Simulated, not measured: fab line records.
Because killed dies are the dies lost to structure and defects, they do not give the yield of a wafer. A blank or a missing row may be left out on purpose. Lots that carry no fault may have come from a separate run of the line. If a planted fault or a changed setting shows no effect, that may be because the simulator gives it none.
fab line records	flow n5Finfet
record: lots: 24	wafers: 72	lastDay: 19
route steps=1938 shown FIN_CUT@169 DUMMY_GATE@231 SD_EPI_N@270
lots with no fault: from the same line, run without faults
startH: the number of hours between the record's first day and the start of the first shown wafer of the lot	waitH: hours elapsed since this lot's preceding step	" as in the row above	L1.1+2: several wafers, shown together as one row	- no value, or no start given	* or withheld: withheld	< > ~ a bound
route shown NAME@n: names a module that has steps shown in the file, with the first one's number in the route	usual: mean/standard deviation taken from wafers without a fault	same: alike in all rows	chamber/n: place in a boat	sites: per-site readings	_std_site: how widely they spread, as a standard deviation	_edge_site: outer sites' mean less inner sites'	radiusMm: for every site, how far away it sits from the centre of the wafer	mask NAME#n: copy n	behind: the tool/chamber that last shaped the wafer	hold: cause of the lot's hold/its duration in hours/its outcome	device: whichever transistor did not switch (one of n, p or np)	end of line: tests of these same wafers at the route's end	where a step has no rows: the recipe by itself	killed: not the wafer's yield, but the dies lost to structure and defects at the first sort	map: a wafer's dies, x killed, . not, _ none there
set.NAME: setting as actually run; set.NAME@STEP: the setting as run at that earlier step	model.NAME: the simulator's own value behind a step, which no gauge read
route steps across a sampled set of lots; one table per step, one row per wafer
services: from which hour (startH, from the record's first day; less than 0 if before it) a tool's chamber was out of use, for how many hours, and why
== steps ==
step: N5_FIN_CUT_ETCH_21
recipe: chemistry: N2/H2	target: SOC	targetDepthA: 2190	overetchA: 438	maskMaterial: SiARC	tempC: 40	ionEnergyEv: 100	biasW: 61	timeS: 523.5	pressureMtorr: 30	sourceW: 850	n2FlowSccm: 200	h2FlowSccm: 200
usual: drypumpMotorCurrentA: 5.8/0.51	oesProductAu: 0.71/0.076	rfFwdPowerW: 849.0/2.6	rfVppV: 240.7/1.2	showerheadPlenumPTorr: 2.54/0.078	throttleValvePct: 17.78/0.26
lot.wafer	tool	chamber	startH	waitH	drypumpMotorCurrentA	oesProductAu	rfFwdPowerW	rfHoursCounterH	rfVppV	showerheadPlenumPTorr	throttleValvePct
L074.2	rieDiel-02	2	27.72	0.0	6.4	0.66	852.5	208	238.9	2.51	18.07
L074.3	"	3	"	"	6.2	0.67	843.0	171	239.6	2.44	17.97
L074.6	"	3	"	"	6.2	0.67	848.3	-	239.4	2.44	18.00
L075.1	rieDiel-01	2	34.16	0.0	5.7	0.61	847.8	254	241.5	2.63	18.11
L075.2	"	3	"	"	5.5	0.66	850.0	206	240.4	2.50	17.59
L075.5	"	3	"	"	5.4	0.65	852.8	-	240.6	2.50	17.57
L076.2	rieDiel-03	3	39.99	0.0	6.6	0.64	849.9	230	241.4	2.61	17.74
L076.5	"	3	"	"	6.6	0.64	849.8	-	241.9	2.61	17.74
L076.6	"	2	"	"	5.8	0.71	846.1	-	241.4	2.57	17.62
L077.1	rieDiel-02	1	45.42	0.0	5.2	0.68	849.4	173	237.9	2.43	18.08
L077.5	"	0	"	"	5.6	0.64	851.8	-	241.0	2.50	17.87
L077.6	"	3	"	"	6.2	0.66	848.9	-	238.8	2.44	17.99
L078.1	rieDiel-02	3	51.32	0.0	6.2	0.67	848.7	178	237.9	2.44	17.99
L078.3	"	1	"	"	5.2	0.67	849.1	175	238.1	2.43	18.06
L078.6	"	3	"	"	6.2	0.66	850.9	-	239.7	2.44	17.99
L079.3	rieDiel-03	1	58.60	0.0	6.1	0.70	856.2	135	242.7	2.65	18.19
L079.4	"	0	"	"	4.9	0.75	852.3	99	240.8	2.56	17.46
L079.6	"	2	"	"	5.8	0.72	849.9	-	241.3	2.57	17.63
L080.3	rieDiel-03	2	62.83	0.0	5.8	0.71	849.8	108	241.1	2.57	17.63
L080.4	"	3	"	"	6.7	0.63	845.4	235	240.4	2.61	17.77
L080.5	"	3	"	"	6.7	0.64	852.6	-	240.5	2.61	17.77
L081.2	rieDiel-02	3	69.06	0.0	6.2	0.66	849.6	183	238.9	2.44	18.01
L081.4	"	0	"	"	5.6	0.64	850.0	238	239.1	2.50	17.87
L081.5	"	3	"	"	6.2	0.66	848.9	-	240.5	2.44	18.01
L082.1	rieDiel-01	0	76.11	0.0	6.4	0.80	852.7	67	240.6	2.58	17.52
L082.2	"	2	"	"	5.7	0.87	848.6	3	241.6	2.63	17.68
L082.5	"	3	"	"	5.3	0.65	850.6	-	240.7	2.50	17.61
L083.3	rieDiel-02	2	80.78	0.0	6.5	0.65	842.1	224	241.7	2.50	18.09
L083.5	"	2	"	"	6.4	0.66	846.5	-	241.1	2.50	18.09
L083.6	"	1	"	"	5.2	0.67	851.2	-	239.5	2.43	18.08
L084.2	rieDiel-03	1	86.95	0.0	6.0	0.69	846.1	142	241.4	2.65	18.20
L084.4	"	2	"	"	5.8	0.71	846.7	115	240.6	2.57	17.66
L084.6	"	0	"	"	4.9	0.75	852.1	-	240.8	2.55	17.49
L085.3	rieDiel-02	2	93.30	0.0	6.4	0.65	845.1	229	239.7	2.50	18.09
L085.4	"	1	"	"	5.2	0.66	848.8	188	238.8	2.42	18.10
L085.5	"	3	"	"	6.2	0.66	849.3	-	240.9	2.43	18.02
L086.3	rieDiel-01	2	98.92	0.0	5.7	0.84	845.8	12	242.0	2.62	17.71
L086.4	"	2	"	"	5.7	0.83	847.9	-	241.6	2.62	17.70
L086.6	"	0	"	"	6.5	0.78	847.1	-	241.9	2.57	17.54
L087.1	rieDiel-03	3	104.57	0.0	6.7	0.63	846.7	249	241.0	2.61	17.80
L087.2	"	2	"	"	5.8	0.70	849.6	120	239.6	2.56	17.65
L087.3	"	0	"	"	4.9	0.74	850.6	112	240.1	2.55	17.48
L088.1	rieDiel-03	0	111.78	0.0	4.9	0.74	851.1	115	239.1	2.55	17.50
L088.4	"	2	"	"	5.8	0.70	848.9	-	242.1	2.56	17.66
L088.6	"	1	"	"	6.1	0.69	848.4	-	242.8	2.65	18.21
L089.1	rieDiel-03	2	117.14	0.0	5.8	0.70	847.6	125	240.0	2.56	17.65
L089.2	"	0	"	"	4.9	0.73	851.2	117	241.4	2.55	17.50
L089.3	"	1	"	"	6.1	0.69	848.5	152	242.0	2.65	18.21
L090.3	rieDiel-01	1	124.08	0.0	5.8	0.85	850.1	14	241.8	2.71	17.25
L090.4	"	2	"	"	5.8	0.82	847.8	21	241.5	2.62	17.70
L090.6	"	1	"	"	5.8	0.86	849.3	-	243.1	2.71	17.26
L091.2	rieDiel-02	0	130.40	0.0	5.7	0.90	850.7	1	241.1	2.49	17.51
L091.4	"	2	"	"	6.4	0.64	848.8	243	240.5	2.50	18.09
L091.6	"	3	"	"	6.2	0.65	852.7	-	238.4	2.43	18.05
L092.4	rieDiel-02	1	136.21	0.0	5.2	0.66	846.6	204	237.8	2.42	18.14
L092.5	"	0	"	"	5.6	0.89	847.8	-	241.2	2.49	17.50
L092.6	"	1	"	"	5.2	0.66	849.3	-	239.9	2.42	18.12
L093.1	rieDiel-02	2	142.38	0.0	6.4	0.65	849.4	247	239.1	2.49	18.13
L093.5	"	2	"	"	6.4	0.65	849.8	-	240.5	2.50	18.13
L093.6	"	1	"	"	5.2	0.66	845.3	-	239.5	2.42	18.13
L094.2	rieDiel-03	0	146.88	0.0	4.9	0.74	850.1	127	241.1	2.55	17.50
L094.3	"	3	"	"	6.6	0.86	853.6	9	242.4	2.60	17.46
L094.6	"	3	"	"	6.7	0.86	849.3	-	241.3	2.60	17.47
L095.2	rieDiel-01	3	152.76	0.0	5.4	0.63	852.0	246	240.5	2.49	17.65
L095.3	"	0	"	"	6.5	0.77	850.9	93	241.0	2.57	17.56
L095.4	"	2	"	"	5.7	0.80	847.4	30	239.9	2.62	17.73
L096.1	rieDiel-01	0	159.32	0.0	6.4	0.76	849.2	95	240.9	2.57	17.56
L096.3	"	2	"	"	5.7	0.80	848.2	32	242.1	2.61	17.72
L096.5	"	2	"	"	5.7	0.80	848.9	-	241.2	2.61	17.73
L097.1	rieDiel-01	2	167.75	0.0	5.7	0.80	846.9	34	241.4	2.61	17.74
L097.2	"	0	"	"	6.5	0.76	851.0	96	241.5	2.57	17.59
L097.3	"	1	"	"	5.8	0.83	849.8	28	242.0	2.70	17.28
step: N5_DUMMY_GATE_CD_MEAS_15
recipe: targetCdNm: 25.8	landingEnergyEv: 500	detector: seInlens
usual: cdNm: 25.00/0.25
same: landingEnergyEv: 500
lot.wafer	tool	chamber	startH	waitH	cdNm
L074.2	cdSem-01	0	46.56	-	24.57
L074.3	"	0	"	"	24.77
L074.6	"	0	"	"	24.93
L075.1	cdSem-02	0	53.19	-	24.98
L075.2	"	0	"	"	25.00
L075.5	"	0	"	"	24.91
L076.2	cdSem-02	0	58.75	-	24.97
L076.5	"	0	"	"	25.34
L076.6	"	0	"	"	24.83
L077.1	cdSem-02	0	65.74	-	24.92
L077.5	"	0	"	"	25.04
L077.6	"	0	"	"	25.30
L078.1	cdSem-02	0	69.87	-	25.20
L078.3	"	0	"	"	25.14
L078.6	"	0	"	"	25.39
L079.3	cdSem-02	0	76.85	-	25.13
L079.4	"	0	"	"	25.05
L079.6	"	0	"	"	25.13
L080.3	cdSem-02	0	81.37	-	25.16
L080.4	"	0	"	"	24.68
L080.5	"	0	"	"	25.21
L081.2	cdSem-01	0	87.19	-	24.54
L081.4	"	0	"	"	24.72
L081.5	"	0	"	"	25.00
L082.1	cdSem-02	0	94.30	-	25.21
L082.2	"	0	"	"	24.92
L082.5	"	0	"	"	25.11
L083.3	cdSem-03	0	99.44	-	25.05
L083.5	"	0	"	"	25.18
L083.6	"	0	"	"	24.86
L084.2	cdSem-02	0	107.09	-	25.16
L084.4	"	0	"	"	25.35
L084.6	"	0	"	"	25.23
L085.3	cdSem-02	0	113.70	-	25.03
L085.4	"	0	"	"	24.66
L085.5	"	0	"	"	24.86
L086.3	cdSem-01	0	120.39	-	24.56
L086.4	"	0	"	"	24.55
L086.6	"	0	"	"	24.46
L087.1	cdSem-03	0	123.20	-	24.69
L087.2	"	0	"	"	24.76
L087.3	"	0	"	"	24.74
L088.1	cdSem-01	0	130.09	-	25.68
L088.4	"	0	"	"	24.93
L088.6	"	0	"	"	25.12
L089.1	cdSem-03	0	135.28	-	25.04
L089.2	"	0	"	"	24.85
L089.3	"	0	"	"	25.18
L090.3	cdSem-02	0	143.54	-	24.73
L090.4	"	0	"	"	25.05
L090.6	"	0	"	"	25.14
L091.2	cdSem-01	0	175.73	-	24.99
L091.4	"	0	"	"	24.98
L091.6	"	0	"	"	25.18
L093.1	cdSem-03	0	179.64	-	24.70
L093.5	"	0	"	"	24.81
L093.6	"	0	"	"	24.88
L094.2	cdSem-02	0	183.41	-	24.93
L094.3	"	0	"	"	24.93
L094.6	"	0	"	"	25.21
L095.2	cdSem-02	0	183.45	-	24.88
L095.3	"	0	"	"	24.52
L095.4	"	0	"	"	25.48
L092.4	cdSem-03	0	183.49	-	25.27
L092.5	"	0	"	"	25.02
L092.6	"	0	"	"	25.50
L096.1	cdSem-01	0	187.33	-	25.29
L096.3	"	0	"	"	24.82
L096.5	"	0	"	"	25.11
L097.1	cdSem-03	0	193.33	-	24.90
L097.2	"	0	"	"	24.77
L097.3	"	0	"	"	24.64
step: N5_DUMMY_GATE_OVL_MEAS_16
recipe: pointsPerWafer: 522
usual: GATE_OVL: -0.2/0.67
lot.wafer	tool	chamber	startH	waitH	GATE_OVL[nm]
L074.2	overlay-02	0	46.60	0.0	0.4
L074.3	"	0	"	"	0.0
L074.6	"	0	"	"	0.6
L075.1	overlay-01	0	53.23	0.0	0.1
L075.2	"	0	"	"	0.0
L075.5	"	0	"	"	0.2
L076.2	overlay-02	0	58.79	0.0	1.0
L076.5	"	0	"	"	0.8
L076.6	"	0	"	"	1.2
L077.1	overlay-01	0	65.78	0.0	-0.2
L077.5	"	0	"	"	-0.9
L077.6	"	0	"	"	-0.4
L078.1	overlay-02	0	69.91	0.0	-0.5
L078.3	"	0	"	"	-0.6
L078.6	"	0	"	"	-0.6
L079.3	overlay-02	0	76.90	0.0	-0.2
L079.4	"	0	"	"	0.3
L079.6	"	0	"	"	0.3
L080.3	overlay-01	0	81.42	0.0	-0.6
L080.4	"	0	"	"	0.2
L080.5	"	0	"	"	0.1
L081.2	overlay-01	0	87.23	0.0	-0.9
L081.4	"	0	"	"	0.3
L081.5	"	0	"	"	-0.3
L082.1	overlay-01	0	94.34	0.0	-0.1
L082.2	"	0	"	"	-1.5
L082.5	"	0	"	"	0.4
L083.3	overlay-01	0	99.49	0.0	-0.8
L083.5	"	0	"	"	-0.6
L083.6	"	0	"	"	0.1
L084.2	overlay-02	0	107.13	0.0	0.6
L084.4	"	0	"	"	-0.8
L084.6	"	0	"	"	-0.9
L085.3	overlay-02	0	113.74	0.0	-0.4
L085.4	"	0	"	"	-0.8
L085.5	"	0	"	"	-1.0
L086.3	overlay-02	0	120.44	0.0	-0.2
L086.4	"	0	"	"	-0.2
L086.6	"	0	"	"	-0.5
L087.1	overlay-01	0	123.24	0.0	-0.1
L087.2	"	0	"	"	0.8
L087.3	"	0	"	"	0.6
L088.1	overlay-01	0	130.13	0.0	-0.9
L088.4	"	0	"	"	-0.8
L088.6	"	0	"	"	-0.8
L089.1	overlay-01	0	135.32	0.0	0.3
L089.2	"	0	"	"	-0.2
L089.3	"	0	"	"	-1.4
L090.3	overlay-01	0	143.59	0.0	0.8
L090.4	"	0	"	"	0.3
L090.6	"	0	"	"	0.3
L091.2	overlay-01	0	175.78	0.0	-0.9
L091.4	"	0	"	"	-1.1
L091.6	"	0	"	"	-0.6
L093.1	overlay-01	0	179.68	0.0	-0.1
L093.5	"	0	"	"	0.3
L093.6	"	0	"	"	0.1
L094.2	overlay-02	0	183.45	0.0	-0.2
L094.3	"	0	"	"	-0.3
L094.6	"	0	"	"	-0.5
L095.2	overlay-01	0	183.49	0.0	-0.3
L095.3	"	0	"	"	-0.2
L095.4	"	0	"	"	-0.4
L092.4	overlay-02	0	183.54	0.0	-1.7
L092.5	"	0	"	"	-1.1
L092.6	"	0	"	"	-0.3
L096.1	overlay-02	0	187.37	0.0	-1.6
L096.3	"	0	"	"	-0.7
L096.5	"	0	"	"	-0.9
L097.1	overlay-02	0	193.37	0.0	-0.1
L097.2	"	0	"	"	0.3
L097.3	"	0	"	"	0.2
step: N5_DUMMY_GATE_CD_MEAS_50
recipe: targetCdNm: 14
usual: cdNm: 13.9/0.44
lot.wafer	tool	chamber	startH	waitH	cdNm
L074.2	cdSem-01	-	47.06	0.0	14.5
L074.3	"	-	"	"	14.7
L074.6	"	-	"	"	14.9
L075.1	cdSem-02	-	53.82	0.0	14.4
L075.2	"	-	"	"	14.0
L075.5	"	-	"	"	14.2
L076.2	cdSem-02	-	59.31	0.0	13.7
L076.5	"	-	"	"	13.9
L076.6	"	-	"	"	13.8
L077.1	cdSem-01	-	66.81	0.0	13.9
L077.5	"	-	"	"	13.7
L077.6	"	-	"	"	14.2
L078.1	cdSem-01	-	70.42	0.0	14.1
L078.3	"	-	"	"	14.0
L078.6	"	-	"	"	14.4
L079.3	cdSem-01	-	77.49	0.0	13.5
L079.4	"	-	"	"	14.0
L079.6	"	-	"	"	14.3
L080.3	cdSem-01	-	81.88	0.0	14.2
L080.4	"	-	"	"	14.1
L080.5	"	-	"	"	14.2
L081.2	cdSem-01	-	87.69	0.0	13.9
L081.4	"	-	"	"	13.2
L081.5	"	-	"	"	13.9
L082.1	cdSem-03	-	95.30	0.0	14.0
L082.2	"	-	"	"	14.6
L082.5	"	-	"	"	14.5
L083.3	cdSem-02	-	99.95	0.0	13.6
L083.5	"	-	"	"	13.9
L083.6	"	-	"	"	14.5
L084.2	cdSem-02	-	107.76	0.0	14.3
L084.4	"	-	"	"	13.6
L084.6	"	-	"	"	14.7
L085.3	cdSem-03	-	114.44	0.0	14.1
L085.4	"	-	"	"	13.7
L085.5	"	-	"	"	14.1
L086.3	cdSem-02	-	120.95	0.0	12.8
L086.4	"	-	"	"	13.4
L086.6	"	-	"	"	13.2
L087.1	cdSem-01	-	123.71	0.0	13.6
L087.2	"	-	"	"	13.4
L087.3	"	-	"	"	14.7
L088.1	cdSem-03	-	131.15	0.0	13.7
L088.4	"	-	"	"	14.5
L088.6	"	-	"	"	13.8
L089.1	cdSem-01	-	135.98	0.0	13.6
L089.2	"	-	"	"	14.4
L089.3	"	-	"	"	13.5
L090.3	cdSem-01	-	144.05	0.0	14.3
L090.4	"	-	"	"	13.4
L090.6	"	-	"	"	14.0
L091.2	cdSem-01	-	176.32	0.0	14.0
L091.4	"	-	"	"	13.4
L091.6	"	-	"	"	14.2
L093.1	cdSem-02	-	180.17	0.0	13.6
L093.5	"	-	"	"	13.5
L093.6	"	-	"	"	13.7
L094.2	cdSem-02	-	183.97	0.0	13.9
L094.3	"	-	"	"	14.5
L094.6	"	-	"	"	14.1
L095.2	cdSem-02	-	183.99	0.0	13.5
L095.3	"	-	"	"	13.9
L095.4	"	-	"	"	13.6
L092.4	cdSem-01	-	184.39	0.0	14.2
L092.5	"	-	"	"	13.7
L092.6	"	-	"	"	14.6
L096.1	cdSem-03	-	187.84	0.0	15.2
L096.3	"	-	"	"	13.8
L096.5	"	-	"	"	14.2
L097.1	cdSem-01	-	193.83	0.0	13.6
L097.2	"	-	"	"	13.1
L097.3	"	-	"	"	13.9
step: N5_DUMMY_GATE_ETCH_23
recipe: chemistry: HBr/Cl2/O2	HBr_flow_sccm: 150	Cl2_flow_sccm: 80	O2_flow_sccm: 12	biasW: 102	targetDepthA: 410	timeS: 22.3	target: poly-Si	maskMaterial: SiO2	pressureMtorr: 10	icpW: 800
usual: O2_flow_sccm: 12.00/0.033	drypumpMotorCurrentA: 5.6/0.4	oes_o_777_au: 1.01/0.049	oesProductAu: 0.999/0.019	rfFwdPowerW: 792.8/2.9	throttleValvePct: 37.1/0.31
lot.wafer	tool	chamber	startH	waitH	O2_flow_sccm	drypumpMotorCurrentA	oes_o_777_au	oesProductAu	rfFwdPowerW	rfHoursCounterH	throttleValvePct
L074.2	rieSi-02	1	47.40	0.0	12.04	5.1	1.01	1.007	796.8	92	37.8
L074.3	"	3	"	"	12.02	5.9	1.06	1.005	797.3	148	37.3
L074.6	"	0	"	"	12.02	5.7	0.93	1.005	793.8	-	37.3
L075.1	rieSi-02	3	54.15	0.0	12.06	5.9	1.05	1.014	791.9	148	37.2
L075.2	"	2	"	"	12.02	6.5	0.93	0.974	789.4	22	37.4
L075.5	"	0	"	"	11.93	5.7	0.93	1.001	796.6	-	37.3
L076.2	rieSi-06	3	59.64	0.0	12.01	5.2	0.97	0.986	792.7	74	37.1
L076.5	"	0	"	"	12.01	5.6	0.99	0.976	789.1	-	36.6
L076.6	"	3	"	"	12.01	5.2	0.97	0.990	791.9	-	37.1
L077.1	rieSi-03	1	67.17	0.0	12.00	5.2	1.04	1.007	791.6	69	37.0
L077.5	"	2	"	"	12.00	6.1	0.99	0.996	789.9	-	37.1
L077.6	"	1	"	"	12.03	5.2	1.03	1.004	793.7	-	37.0
L078.1	rieSi-06	0	70.79	0.0	11.98	5.6	1.00	0.980	796.1	77	36.6
L078.3	"	1	"	"	11.99	5.4	1.04	1.005	793.8	70	37.5
L078.6	"	3	"	"	12.00	5.2	0.97	0.989	795.8	-	37.1
L079.3	rieSi-06	1	77.98	0.0	12.00	5.5	1.04	1.013	796.7	70	37.5
L079.4	"	3	"	"	11.98	5.2	0.97	0.986	793.8	74	37.1
L079.6	"	3	"	"	12.01	5.2	0.96	0.986	792.0	-	37.1
L080.3	rieSi-03	0	82.20	0.0	12.03	6.4	1.00	0.999	794.5	189	37.4
L080.4	"	3	"	"	12.07	6.3	0.96	0.978	797.7	80	37.4
L080.5	"	3	"	"	12.04	6.3	0.98	0.985	796.2	-	37.4
L081.2	rieSi-02	2	88.02	0.0	11.95	6.5	0.93	0.978	790.0	22	37.4
L081.4	"	1	"	"	11.99	5.1	1.02	0.997	793.3	93	37.8
L081.5	"	1	"	"	12.00	5.1	1.00	1.003	794.6	-	37.8
L082.1	rieSi-06	1	95.63	0.0	11.97	5.4	1.03	1.010	791.3	71	37.5
L082.2	"	2	"	"	11.99	5.5	1.09	1.032	791.6	54	36.8
L082.5	"	3	"	"	12.01	5.2	0.97	0.993	793.8	-	37.1
L083.3	rieSi-06	0	100.27	0.0	11.96	5.5	0.99	0.974	794.0	77	36.6
L083.5	"	3	"	"	12.04	5.2	0.97	0.988	790.2	-	37.1
L083.6	"	2	"	"	12.04	5.5	1.10	1.034	794.5	-	36.9
L084.2	rieSi-06	1	108.08	0.0	12.04	5.4	1.03	1.011	793.9	71	37.5
L084.4	"	3	"	"	12.00	5.2	0.97	0.986	789.9	75	37.1
L084.6	"	1	"	"	12.02	5.5	1.04	1.007	789.4	-	37.5
L085.3	rieSi-06	3	114.77	0.0	11.99	5.2	0.98	0.981	791.8	75	37.1
L085.4	"	2	"	"	12.01	5.4	1.10	1.033	796.8	54	36.8
L085.5	"	3	"	"	12.01	5.2	0.97	0.974	786.4	-	37.1
L086.3	rieSi-06	2	121.36	0.0	12.05	5.5	1.09	1.025	794.7	54	36.9
L086.4	"	1	"	"	12.00	5.4	1.03	0.999	795.3	71	37.5
L086.6	"	2	"	"	12.03	5.5	1.09	1.024	792.6	-	36.8
L087.1	rieSi-06	1	124.11	0.0	12.01	5.4	1.05	1.009	795.1	71	37.5
L087.2	"	2	"	"	12.00	5.5	1.09	1.025	794.8	54	36.8
L087.3	"	0	"	"	11.99	5.6	0.98	0.965	794.4	78	36.7
L088.1	rieSi-06	2	131.47	0.0	11.94	5.5	1.09	1.039	795.0	54	36.8
L088.4	"	0	"	"	11.98	5.6	0.99	0.978	793.2	78	36.6
L088.6	"	3	"	"	11.99	5.2	0.97	0.987	790.2	-	37.1
L089.1	rieSi-06	3	136.39	0.0	12.01	5.2	0.97	0.989	789.9	75	37.1
L089.2	"	0	"	"	12.02	5.5	0.98	0.975	792.8	78	36.6
L089.3	"	2	"	"	12.00	5.5	1.10	1.036	799.2	55	36.8
L090.3	rieSi-06	0	144.37	0.0	11.99	5.6	0.99	0.973	786.6	78	36.6
L090.4	"	2	"	"	12.02	5.5	1.09	1.040	796.7	55	36.9
L090.6	"	0	"	"	12.01	5.6	0.99	0.977	788.7	-	36.6
L091.2	rieSi-06	0	176.65	0.0	12.04	5.5	0.98	0.975	794.7	78	36.6
L091.4	"	1	"	"	12.02	5.5	1.04	1.015	786.3	72	37.5
L091.6	"	2	"	"	12.00	5.5	1.09	1.017	795.8	-	36.8
L093.1	rieSi-03	1	180.50	0.0	11.97	5.2	1.04	0.998	791.0	71	37.0
L093.5	"	1	"	"	11.91	5.2	1.05	1.013	790.9	-	37.0
L093.6	"	3	"	"	12.00	6.3	0.97	0.980	798.4	-	37.4
L094.2	rieSi-02	3	184.52	0.0	12.00	5.9	1.05	1.007	797.6	150	37.3
L094.3	"	2	"	"	12.01	6.5	0.93	0.986	788.6	24	37.4
L094.6	"	3	"	"	11.94	5.8	1.06	1.010	795.4	-	37.3
L095.2	rieSi-03	3	184.55	0.0	11.98	6.3	0.96	0.984	796.5	82	37.4
L095.3	"	2	"	"	12.04	6.1	0.99	1.004	788.5	14	37.1
L095.4	"	3	"	"	11.97	6.3	0.96	0.979	795.3	-	37.4
L092.4	rieSi-06	1	184.74	0.0	11.96	5.5	1.04	1.015	791.2	72	37.5
L092.5	"	0	"	"	11.98	5.6	1.00	0.973	795.7	-	36.6
L092.6	"	3	"	"	12.04	5.2	0.98	0.982	795.1	-	37.1
L096.1	rieSi-02	3	188.16	0.0	11.89	5.9	1.05	1.004	795.7	150	37.3
L096.3	"	2	"	"	12.06	6.5	0.92	0.971	787.3	24	37.4
L096.5	"	2	"	"	12.06	6.5	0.93	0.975	788.9	-	37.4
L097.1	rieSi-03	3	194.16	0.0	12.04	6.4	0.97	0.983	794.8	82	37.4
L097.2	"	1	"	"	12.02	5.2	1.04	1.013	794.1	71	37.0
L097.3	"	2	"	"	12.05	6.1	0.98	1.004	793.8	14	37.1
step: N5_SD_EPI_N_CD_MEAS_09
recipe: targetCdNm: 120	landingEnergyEv: 500	detector: seInlens
usual: cdNm: 119.5/0.68
same: landingEnergyEv: 500
lot.wafer	tool	chamber	startH	waitH	cdNm
L074.2	cdSem-02	0	49.06	-	119.5
L074.3	"	0	"	"	118.0
L074.6	"	0	"	"	118.6
L075.1	cdSem-02	0	55.48	-	119.3
L075.2	"	0	"	"	119.7
L075.5	"	0	"	"	118.8
L076.2	cdSem-01	0	60.99	-	119.7
L076.5	"	0	"	"	119.7
L076.6	"	0	"	"	119.7
L077.1	cdSem-01	0	68.63	-	120.2
L077.5	"	0	"	"	118.5
L077.6	"	0	"	"	119.7
L078.1	cdSem-02	0	72.28	-	119.0
L078.3	"	0	"	"	119.1
L078.6	"	0	"	"	119.6
L079.3	cdSem-02	0	79.43	-	119.8
L079.4	"	0	"	"	121.1
L079.6	"	0	"	"	120.6
L080.3	cdSem-03	0	84.23	-	118.6
L080.4	"	0	"	"	119.1
L080.5	"	0	"	"	119.3
L081.2	cdSem-03	0	91.89	-	120.2
L081.4	"	0	"	"	119.7
L081.5	"	0	"	"	119.5
L082.1	cdSem-03	0	96.95	-	119.7
L082.2	"	0	"	"	119.2
L082.5	"	0	"	"	119.8
L083.3	cdSem-01	0	102.19	-	118.8
L083.5	"	0	"	"	119.7
L083.6	"	0	"	"	119.5
L084.2	cdSem-01	0	109.69	-	119.5
L084.4	"	0	"	"	119.0
L084.6	"	0	"	"	119.7
L085.3	cdSem-01	0	116.23	-	119.4
L085.4	"	0	"	"	120.1
L085.5	"	0	"	"	119.4
L086.3	cdSem-03	0	122.82	-	120.1
L086.4	"	0	"	"	120.8
L086.6	"	0	"	"	119.6
L087.1	cdSem-03	0	125.57	-	118.8
L087.2	"	0	"	"	119.0
L087.3	"	0	"	"	119.6
L088.1	cdSem-01	0	133.29	-	119.6
L088.4	"	0	"	"	118.7
L088.6	"	0	"	"	118.9
L089.1	cdSem-03	0	137.88	-	118.9
L089.2	"	0	"	"	119.3
L089.3	"	0	"	"	119.4
L090.3	cdSem-01	0	145.83	-	121.1
L090.4	"	0	"	"	120.7
L090.6	"	0	"	"	121.0
L091.2	cdSem-02	0	178.13	-	119.9
L091.4	"	0	"	"	119.9
L091.6	"	0	"	"	119.4
L093.1	cdSem-01	0	181.92	-	120.3
L093.5	"	0	"	"	121.1
L093.6	"	0	"	"	120.6
L094.2	cdSem-01	0	187.37	-	119.7
L094.3	"	0	"	"	119.4
L094.6	"	0	"	"	119.4
L095.2	cdSem-02	0	188.03	-	118.6
L095.3	"	0	"	"	119.6
L095.4	"	0	"	"	119.6
L092.4	cdSem-01	0	188.57	-	119.8
L092.5	"	0	"	"	118.3
L092.6	"	0	"	"	119.8
L096.1	cdSem-02	0	191.54	-	119.1
L096.3	"	0	"	"	120.2
L096.5	"	0	"	"	119.2
L097.1	cdSem-01	0	195.69	-	119.1
L097.2	"	0	"	"	118.9
L097.3	"	0	"	"	118.5
== services ==
tool	chamber	startH	hours	kind
rieDiel-01	0	13.24	2.6	repair
rieDiel-01	1	23.11	-	clean
rieDiel-01	1	23.11	-	consumableReplace:focusRing
rieDiel-01	1	23.11	-	consumableReplace:showerhead
rieDiel-01	1	23.11	25.6	scheduledDown
rieDiel-01	1	23.11	25.6	ventCycle
rieDiel-02	-	28.76	0.9	repair
rieSi-06	1	45.35	4.5	repair
rieDiel-01	2	48.74	-	clean
rieDiel-01	2	48.74	-	consumableReplace:focusRing
rieDiel-03	1	55.48	3.0	repair
rieDiel-01	1	74.60	31.8	repair
rieSi-03	-	79.35	2.8	pm
rieDiel-02	0	105.21	-	clean
rieDiel-02	0	105.21	-	consumableReplace:focusRing
rieDiel-02	0	105.21	21.7	scheduledDown
rieDiel-02	0	105.21	21.7	ventCycle
rieDiel-03	3	108.72	-	clean
rieDiel-03	3	108.72	-	consumableReplace:focusRing
rieSi-06	3	148.72	5.3	repair
rieDiel-02	2	152.47	-	clean
rieDiel-02	2	152.47	-	consumableReplace:focusRing
rieDiel-03	2	170.50	10.6	repair
rieDiel-02	-	186.52	0.8	repair
== key ==
fault none
